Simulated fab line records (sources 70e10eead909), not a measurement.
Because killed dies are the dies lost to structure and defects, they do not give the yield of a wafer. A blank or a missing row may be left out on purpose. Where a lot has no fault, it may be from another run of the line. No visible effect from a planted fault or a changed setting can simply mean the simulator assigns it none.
Which tool was responsible?	flow nandHarc	Sampling: 24 lots, 72 wafers, 6 of 1302 route steps

== WHAT EACH GAUGE READ, for each wafer ==
The record holds no reading of a measuring or inspecting step that can be judged against a usual standard deviation.

== WHICH TOOL RAN EACH LOT (tool, then ch and the chambers of the sampled wafers, then the start) ==
lot	NHARC_A_STAIRCASE_TRIM_189	NHARC_A_STAIRCASE_TRIM_222	NHARC_A_STAIRCASE_ETCH_223	NHARC_A_STAIRCASE_ETCH_232	NHARC_A_STAIRCASE_ETCH_236	NHARC_A_STAIRCASE_STRIP_238
L074	rieDiel-10 ch 1,2, day 16 10:52 or earlier	rieDiel-07 ch 2,3, day 16 10:52 or earlier	rieDiel-07 ch 2,3, day 16 10:52 or earlier	rieDiel-03 ch 0,1, day 16 10:52 or earlier	rieDiel-03 ch 0,1,2, day 16 10:52 or earlier	plasmaAsher-02 ch 0,1, day 16 10:52
L075	rieDiel-07 ch 0,2,3, day 17 04:14 or earlier	rieDiel-07 ch 1,3, day 17 04:14 or earlier	rieDiel-07 ch 0,1,2, day 17 04:14 or earlier	rieDiel-07 ch 1,2,3, day 17 04:14 or earlier	rieDiel-07 ch 2,3, day 17 04:14 or earlier	plasmaAsher-01 ch 0,1, day 17 04:14
L076	rieDiel-03 ch 0,1,2, day 17 18:36 or earlier	rieDiel-03 ch 0,1,3, day 17 18:36 or earlier	rieDiel-03 ch 0,3, day 17 18:36 or earlier	rieDiel-07 ch 0,2,3, day 17 18:36 or earlier	rieDiel-07 ch 0,2,3, day 17 18:36 or earlier	plasmaAsher-01 ch 0, day 17 18:36
L078	rieDiel-03 ch 1,2,3, day 17 22:47 or earlier	rieDiel-03 ch 0,2,3, day 17 22:47 or earlier	rieDiel-03 ch 0,1,2, day 17 22:47 or earlier	rieDiel-03 ch 0,1,2, day 17 22:47 or earlier	rieDiel-03 ch 0,2, day 17 22:47 or earlier	plasmaAsher-01 ch 0,1, day 17 22:47
L077	rieDiel-03 ch 1,2,3, day 18 01:01 or earlier	rieDiel-07 ch 0,2,3, day 18 01:01 or earlier	rieDiel-07 ch 0,2,3, day 18 01:01 or earlier	rieDiel-03 ch 0,2,3, day 18 01:01 or earlier	rieDiel-03 ch 2,3, day 18 01:01 or earlier	plasmaAsher-01 ch 0,1, day 18 01:01
L079	rieDiel-10 ch 1,2,3, day 18 10:45 or earlier	rieDiel-10 ch 0,1, day 18 10:45 or earlier	rieDiel-10 ch 1,3, day 18 10:45 or earlier	rieDiel-10 ch 0,3, day 18 10:45 or earlier	rieDiel-10 ch 0,1,3, day 18 10:45 or earlier	plasmaAsher-01 ch 0,1, day 18 10:45
L080	rieDiel-07 ch 0,3, day 19 00:35 or earlier	rieDiel-03 ch 0,3, day 19 00:35 or earlier	rieDiel-03 ch 0,2,3, day 19 00:35 or earlier	rieDiel-07 ch 1,2,3, day 19 00:35 or earlier	rieDiel-07 ch 0,2, day 19 00:35 or earlier	plasmaAsher-01 ch 0,1, day 19 00:35
L081	rieDiel-07 ch 2,3, day 19 08:34 or earlier	rieDiel-07 ch 1,2,3, day 19 08:34 or earlier	rieDiel-07 ch 1,2,3, day 19 08:34 or earlier	rieDiel-07 ch 1,2,3, day 19 08:34 or earlier	rieDiel-07 ch 1,2, day 19 08:34 or earlier	plasmaAsher-02 ch 1, day 19 08:34
L082	rieDiel-10 ch 0,2,3, day 19 09:52 or earlier	rieDiel-07 ch 0,1,3, day 19 09:52 or earlier	rieDiel-07 ch 0,1,3, day 19 09:52 or earlier	rieDiel-10 ch 0,1,2, day 19 09:52 or earlier	rieDiel-10 ch 0,1,3, day 19 09:52 or earlier	plasmaAsher-02 ch 0,1, day 19 09:52
L084	rieDiel-10 ch 0,3, day 19 22:37 or earlier	rieDiel-03 ch 1,2, day 19 22:37 or earlier	rieDiel-03 ch 0,1, day 19 22:37 or earlier	rieDiel-10 ch 0,3, day 19 22:37 or earlier	rieDiel-10 ch 0,1,2, day 19 22:37 or earlier	plasmaAsher-01 ch 0,1, day 19 22:37
L083	rieDiel-07 ch 0,3, day 20 02:40 or earlier	rieDiel-03 ch 0,1, day 20 02:40 or earlier	rieDiel-03 ch 0,1, day 20 02:40 or earlier	rieDiel-03 ch 0,1, day 20 02:40 or earlier	rieDiel-03 ch 1,3, day 20 02:40 or earlier	plasmaAsher-01 ch 1, day 20 02:40
L085	rieDiel-10 ch 1,3, day 21 02:44 or earlier	rieDiel-10 ch 0,3, day 21 02:44 or earlier	rieDiel-10 ch 0,2, day 21 02:44 or earlier	rieDiel-10 ch 2,3, day 21 02:44 or earlier	rieDiel-10 ch 0,3, day 21 02:44 or earlier	plasmaAsher-01 ch 0,1, day 21 02:44
L087	rieDiel-10 ch 1,2, day 21 02:58 or earlier	rieDiel-03 ch 1,3, day 21 02:58 or earlier	rieDiel-03 ch 0,2,3, day 21 02:58 or earlier	rieDiel-10 ch 1,2,3, day 21 02:58 or earlier	rieDiel-10 ch 0,1,3, day 21 02:58 or earlier	plasmaAsher-02 ch 0,1, day 21 02:58
L086	rieDiel-07 ch 0,3, day 21 07:03 or earlier	rieDiel-03 ch 0,1, day 21 07:03 or earlier	rieDiel-03 ch 0,2,3, day 21 07:03 or earlier	rieDiel-07 ch 0,1,2, day 21 07:03 or earlier	rieDiel-07 ch 0,2,3, day 21 07:03 or earlier	plasmaAsher-01 ch 0,1, day 21 07:03
L088	rieDiel-10 ch 0,3, day 21 20:27 or earlier	rieDiel-07 ch 0,2,3, day 21 20:27 or earlier	rieDiel-07 ch 1,2, day 21 20:27 or earlier	rieDiel-10 ch 1,2,3, day 21 20:27 or earlier	rieDiel-10 ch 0,2,3, day 21 20:27 or earlier	plasmaAsher-01 ch 1, day 21 20:27
L089	rieDiel-03 ch 0,1,2, day 21 21:08 or earlier	rieDiel-03 ch 0,2,3, day 21 21:08 or earlier	rieDiel-03 ch 0,2,3, day 21 21:08 or earlier	rieDiel-07 ch 0,1,3, day 21 21:08 or earlier	rieDiel-07 ch 0,1,2, day 21 21:08 or earlier	plasmaAsher-02 ch 0,1, day 21 21:08
L090	rieDiel-10 ch 0,1, day 22 15:36 or earlier	rieDiel-03 ch 2,3, day 22 15:36 or earlier	rieDiel-03 ch 0,1,3, day 22 15:36 or earlier	rieDiel-03 ch 1,2,3, day 22 15:36 or earlier	rieDiel-03 ch 0,3, day 22 15:36 or earlier	plasmaAsher-02 ch 0,1, day 22 15:36
L092	rieDiel-10 ch 1,2, day 23 04:31 or earlier	rieDiel-10 ch 1,2,3, day 23 04:31 or earlier	rieDiel-10 ch 1,2,3, day 23 04:31 or earlier	rieDiel-10 ch 0,1, day 23 04:31 or earlier	rieDiel-10 ch 0,3, day 23 04:31 or earlier	plasmaAsher-01 ch 0,1, day 23 04:31
L091	rieDiel-07 ch 0,1,3, day 23 04:57 or earlier	rieDiel-03 ch 1,2, day 23 04:57 or earlier	rieDiel-03 ch 0,1,3, day 23 04:57 or earlier	rieDiel-07 ch 0,1,2, day 23 04:57 or earlier	rieDiel-07 ch 0,3, day 23 04:57 or earlier	plasmaAsher-02 ch 0,1, day 23 04:57
L093	rieDiel-03 ch 0,1,3, day 24 09:08 or earlier	rieDiel-07 ch 0,1, day 24 09:08 or earlier	rieDiel-07 ch 0,2,3, day 24 09:08 or earlier	rieDiel-07 ch 1,2, day 24 09:08 or earlier	rieDiel-07 ch 0,1,2, day 24 09:08 or earlier	plasmaAsher-02 ch 0,1, day 24 09:08
L094	rieDiel-10 ch 1,3, day 24 19:17 or earlier	rieDiel-07 ch 1,2, day 24 19:17 or earlier	rieDiel-07 ch 0,1,2, day 24 19:17 or earlier	rieDiel-10 ch 0,1, day 24 19:17 or earlier	rieDiel-10 ch 2,3, day 24 19:17 or earlier	plasmaAsher-02 ch 0,1, day 24 19:17
L095	rieDiel-07 ch 0,2,3, day 24 21:37 or earlier	rieDiel-03 ch 0,1,2, day 24 21:37 or earlier	rieDiel-03 ch 0,3, day 24 21:37 or earlier	rieDiel-07 ch 2,3, day 24 21:37 or earlier	rieDiel-07 ch 2,3, day 24 21:37 or earlier	plasmaAsher-01 ch 0,1, day 24 21:37
L096	rieDiel-03 ch 0,3, day 25 02:55 or earlier	rieDiel-07 ch 1,3, day 25 02:55 or earlier	rieDiel-07 ch 2,3, day 25 02:55 or earlier	rieDiel-07 ch 1,2,3, day 25 02:55 or earlier	rieDiel-07 ch 2,3, day 25 02:55 or earlier	plasmaAsher-02 ch 0,1, day 25 02:55
L097	rieDiel-10 ch 0,1, day 25 11:16 or earlier	rieDiel-07 ch 1,3, day 25 11:16 or earlier	rieDiel-07 ch 1,2, day 25 11:16 or earlier	rieDiel-07 ch 2,3, day 25 11:16 or earlier	rieDiel-07 ch 1,2,3, day 25 11:16 or earlier	plasmaAsher-01 ch 1, day 25 11:16
- NHARC_A_STAIRCASE_TRIM_189: chemistry O2, time 211.2 s.
- NHARC_A_STAIRCASE_TRIM_222: chemistry O2, time 211.2 s.
- NHARC_A_STAIRCASE_ETCH_223: etches the open film in C4F8/O2, target depth 100 nm, time 40.5 s.
- NHARC_A_STAIRCASE_ETCH_232: etches the open film in C4F8/O2, target depth 100 nm, time 40.5 s.
- NHARC_A_STAIRCASE_ETCH_236: etches the open film in C4F8/O2, target depth 100 nm, time 40.5 s.
- NHARC_A_STAIRCASE_STRIP_238: strips in O2.

== AS READ BY THE TOOLS THEMSELVES (means over the sampled wafers that have a number; for cases with no such wafer, the mark the record gives instead) ==
NHARC_A_STAIRCASE_TRIM_189. Usual: drypumpMotorCurrentA 5.8 A, standard deviation 0.56; oesProductAu 1.003 a.u., standard deviation 0.0095; rfVppV 57.8 V, standard deviation 0.96; showerheadPlenumPTorr 3.51 Torr, standard deviation 0.16; throttleValvePct 17.035 %, standard deviation 0.0084.
lot	tool	drypumpMotorCurrentA (A)	oesProductAu (a.u.)	rfVppV (V)	showerheadPlenumPTorr (Torr)	throttleValvePct (%)	flag
L074	rieDiel-10	6.3	1.001	58.9	3.65	17.044	
L075	rieDiel-07	5.9	1.004	58.3	3.45	17.042	
L076	rieDiel-03	5.9	0.998	57.1	3.45	17.030	
L078	rieDiel-03	5.6	1.003	58.6	3.44	17.038	
L077	rieDiel-03	5.6	0.993	57.2	3.44	17.029	
L079	rieDiel-10	5.8	0.994	58.1	3.57	17.031	
L080	rieDiel-07	5.8	0.995	57.8	3.44	17.032	
L081	rieDiel-07	6.1	0.986	57.8	3.44	17.041	
L082	rieDiel-10	5.4	0.998	57.8	3.62	17.036	
L084	rieDiel-10	5.3	1.014	57.9	3.55	17.041	
L083	rieDiel-07	6.0	1.002	57.5	3.54	17.032	
L085	rieDiel-10	5.2	1.004	57.6	3.49	17.040	
L087	rieDiel-10	6.3	1.009	57.6	3.49	17.044	
L086	rieDiel-07	5.8	1.000	57.7	3.43	17.043	
L088	rieDiel-10	4.9	1.009	57.6	3.54	17.028	
L089	rieDiel-03	5.9	0.996	58.5	3.61	17.040	
L090	rieDiel-10	6.2	1.004	57.1	3.42	17.033	
L092	rieDiel-10	6.3	1.013	57.7	3.48	17.035	
L091	rieDiel-07	6.0	1.008	57.3	3.51	17.039	
L093	rieDiel-03	5.9	1.003	57.3	3.51	17.036	
L094	rieDiel-10	5.3	1.001	57.1	3.47	17.031	
L095	rieDiel-07	6.0	1.007	57.2	3.42	17.044	
L096	rieDiel-03	6.0	1.000	57.4	3.37	17.033	
L097	rieDiel-10	6.1	1.005	58.1	3.40	17.045	

NHARC_A_STAIRCASE_TRIM_222. Usual: drypumpMotorCurrentA 5.9 A, standard deviation 0.46; oesProductAu 1.001 a.u., standard deviation 0.0094; rfVppV 57.7 V, standard deviation 0.9; showerheadPlenumPTorr 3.49 Torr, standard deviation 0.16; throttleValvePct 17.036 %, standard deviation 0.0075.
lot	tool	drypumpMotorCurrentA (A)	oesProductAu (a.u.)	rfVppV (V)	showerheadPlenumPTorr (Torr)	throttleValvePct (%)	flag
L074	rieDiel-07	6.1	1.002	57.2	3.45	17.030	
L075	rieDiel-07	6.2	1.001	58.0	3.64	17.040	
L076	rieDiel-03	6.0	1.011	57.0	3.35	17.035	
L078	rieDiel-03	5.6	0.999	57.0	3.48	17.033	
L077	rieDiel-07	6.0	1.001	58.2	3.44	17.036	
L079	rieDiel-10	6.1	0.994	57.2	3.43	17.036	
L080	rieDiel-03	6.0	1.001	57.8	3.39	17.032	
L081	rieDiel-07	6.1	0.992	57.5	3.53	17.035	
L082	rieDiel-07	6.0	0.994	57.5	3.52	17.038	
L084	rieDiel-03	5.9	1.007	57.0	3.40	17.037	
L083	rieDiel-03	6.3	1.012	58.3	3.35	17.036	
L085	rieDiel-10	5.0	1.004	57.7	3.55	17.036	
L087	rieDiel-03	5.6	1.008	58.0	3.51	17.034	
L086	rieDiel-03	6.3	0.996	58.5	3.53	17.031	
L088	rieDiel-07	5.9	1.006	57.9	3.43	17.040	
L089	rieDiel-03	5.6	0.994	57.5	3.47	17.039	
L090	rieDiel-03	5.3	1.003	58.1	3.46	17.039	
L092	rieDiel-10	5.7	1.004	57.9	3.55	17.036	
L091	rieDiel-03	5.9	0.999	59.1	3.75	17.036	
L093	rieDiel-07	5.7	1.010	57.0	3.40	17.040	
L094	rieDiel-07	6.0	1.000	57.6	3.41	17.037	
L095	rieDiel-03	5.9	1.005	58.2	3.60	17.035	
L096	rieDiel-07	6.2	1.010	57.6	3.61	17.040	
L097	rieDiel-07	6.2	1.003	57.6	3.59	17.039	

NHARC_A_STAIRCASE_ETCH_223. Usual: oesProductAu 0.945 a.u., standard deviation 0.012; rfVppV 894 V, standard deviation 5.7.
lot	tool	oesProductAu (a.u.)	rfVppV (V)	flag
L074	rieDiel-07	0.941	894	
L075	rieDiel-07	0.943	892	
L076	rieDiel-03	0.941	892	
L078	rieDiel-03	0.945	893	
L077	rieDiel-07	0.934	893	
L079	rieDiel-10	0.933	895	
L080	rieDiel-03	0.938	895	
L081	rieDiel-07	0.945	896	
L082	rieDiel-07	0.936	896	
L084	rieDiel-03	0.954	888	
L083	rieDiel-03	0.960	887	
L085	rieDiel-10	0.953	899	
L087	rieDiel-03	0.945	894	
L086	rieDiel-03	0.970	894	
L088	rieDiel-07	0.955	895	
L089	rieDiel-03	0.941	895	
L090	rieDiel-03	0.949	896	
L092	rieDiel-10	0.944	897	
L091	rieDiel-03	0.943	894	
L093	rieDiel-07	0.939	892	
L094	rieDiel-07	0.940	890	
L095	rieDiel-03	0.932	890	
L096	rieDiel-07	0.944	893	
L097	rieDiel-07	0.939	895	

NHARC_A_STAIRCASE_ETCH_232. Usual: oesProductAu 0.947 a.u., standard deviation 0.014; rfVppV 895 V, standard deviation 5.4.
lot	tool	oesProductAu (a.u.)	rfVppV (V)	flag
L074	rieDiel-03	0.950	890	
L075	rieDiel-07	0.945	896	
L076	rieDiel-07	0.922	893	
L078	rieDiel-03	0.941	893	
L077	rieDiel-03	0.958	895	
L079	rieDiel-10	0.941	896	
L080	rieDiel-07	0.936	896	
L081	rieDiel-07	0.941	896	
L082	rieDiel-10	0.953	897	
L084	rieDiel-10	0.971	897	
L083	rieDiel-03	0.955	890	
L085	rieDiel-10	0.946	900	
L087	rieDiel-10	0.932	897	
L086	rieDiel-07	0.952	892	
L088	rieDiel-10	0.954	897	
L089	rieDiel-07	0.958	896	
L090	rieDiel-03	0.946	899	
L092	rieDiel-10	0.945	891	
L091	rieDiel-07	0.941	891	
L093	rieDiel-07	0.953	895	
L094	rieDiel-10	0.948	891	
L095	rieDiel-07	0.957	892	
L096	rieDiel-07	0.953	895	
L097	rieDiel-07	0.941	891	

NHARC_A_STAIRCASE_ETCH_236. Usual: oesProductAu 0.946 a.u., standard deviation 0.011; rfVppV 895 V, standard deviation 5.6.
lot	tool	oesProductAu (a.u.)	rfVppV (V)	flag
L074	rieDiel-03	0.943	893	
L075	rieDiel-07	0.947	893	
L076	rieDiel-07	0.935	892	
L078	rieDiel-03	0.934	898	
L077	rieDiel-03	0.934	897	
L079	rieDiel-10	0.947	893	
L080	rieDiel-07	0.936	890	
L081	rieDiel-07	0.931	893	
L082	rieDiel-10	0.955	894	
L084	rieDiel-10	0.951	897	
L083	rieDiel-03	0.962	888	
L085	rieDiel-10	0.946	897	
L087	rieDiel-10	0.949	895	
L086	rieDiel-07	0.944	892	
L088	rieDiel-10	0.957	899	
L089	rieDiel-07	0.948	892	
L090	rieDiel-03	0.941	890	
L092	rieDiel-10	0.938	896	
L091	rieDiel-07	0.948	892	
L093	rieDiel-07	0.943	891	
L094	rieDiel-10	0.946	899	
L095	rieDiel-07	0.946	892	
L096	rieDiel-07	0.926	892	
L097	rieDiel-07	0.951	896	

NHARC_A_STAIRCASE_STRIP_238. Usual: drypumpMotorCurrentA 6.2 A, standard deviation 0.45; heaterPowerW 324 W, standard deviation 28.
lot	tool	drypumpMotorCurrentA (A)	heaterPowerW (W)	flag
L074	plasmaAsher-02	5.8	347	
L075	plasmaAsher-01	6.4	329	
L076	plasmaAsher-01	6.4	342	
L078	plasmaAsher-01	6.4	328	
L077	plasmaAsher-01	6.4	332	
L079	plasmaAsher-01	6.3	312	
L080	plasmaAsher-01	6.3	308	
L081	plasmaAsher-02	5.4	360	
L082	plasmaAsher-02	5.8	342	
L084	plasmaAsher-01	6.3	307	
L083	plasmaAsher-01	6.3	296	
L085	plasmaAsher-01	6.3	312	
L087	plasmaAsher-02	5.8	339	
L086	plasmaAsher-01	6.4	326	
L088	plasmaAsher-01	6.3	292	
L089	plasmaAsher-02	5.8	339	
L090	plasmaAsher-02	6.2	320	
L092	plasmaAsher-01	6.4	325	
L091	plasmaAsher-02	6.2	324	
L093	plasmaAsher-02	5.8	344	
L094	plasmaAsher-02	6.2	323	
L095	plasmaAsher-01	6.4	326	
L096	plasmaAsher-02	6.2	317	
L097	plasmaAsher-01	6.3	291	

== THE ANSWER, worked out from the rows above alone ==
Rule: a lot counts as off when the mean over its wafers that have a number is more than 3 standard deviations away from the usual mean. Also off: a lot with no number at a reading for which 4 or more lots have one. Where the step has rows for the other lots, those lots are counted as sound. The gauges are gone through in route order, then the tools' own readings, and for those a lot's mean is taken as printed above. The first step at which some lot is off is used, and at that step the reading that is off furthest; a lot without a number counts as furthest.
None of the lots is off at any reading shown; this tells nothing.

== WHAT WAS PUT IN BY THE SIMULATOR ==
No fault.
